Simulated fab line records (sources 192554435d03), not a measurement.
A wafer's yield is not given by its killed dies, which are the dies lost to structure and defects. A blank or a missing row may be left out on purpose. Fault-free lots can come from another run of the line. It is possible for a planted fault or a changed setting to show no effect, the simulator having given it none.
Chamber matching    flow n5_finfet    ald_sin-03 running N5_ILD0_LINER_00: 4 sister chambers
The step material SiNx, target thk 4 nm, pulse time 1 s, purge time 2 s. 4 wafers are shown with their chamber, then 9 later ones without.

== WAFERS PAIRED WITH THEIR CHAMBERS ==
wafer   chamber  heater_power_w (W)
L088.4  2        959
L088.6  1        1154
L091.4  0        659
L091.5  3        887

== WAFERS MISSING THEIR CHAMBER ==
wafer   heater_power_w (W)
L092.1  895
L092.2  1136
L092.5  1137
L094.2  893
L094.3  970
L094.6  873
L095.1  962
L095.2  1129
L095.3  676

== CHAMBER TAKEN BY EACH ==
wafer   from the rows above  in truth
L092.1  3                    3
L092.2  1                    1
L092.5  1                    1
L094.2  3                    3
L094.3  2                    2
L094.6  3                    3
L095.1  2                    2
L095.2  1                    1
L095.3  0                    0
Correct placement for 9 of the 9. Number that these rows cannot place: 0. Wrongly placed: 0.
How it was worked out, from the rows above alone: a wafer's distance from a chamber is the root of the sum, over the readings, of the square of ((its reading less the chamber's mean) divided by the reading's scatter). The wafer belongs to the nearest chamber; if the next one is less than 2 further off, it can't be placed. Each chamber's mean is taken over the wafers shown for it. The scatter: with one shown wafer a chamber, the root of the mean of the squares of how far each hidden wafer lies from its nearest shown one.
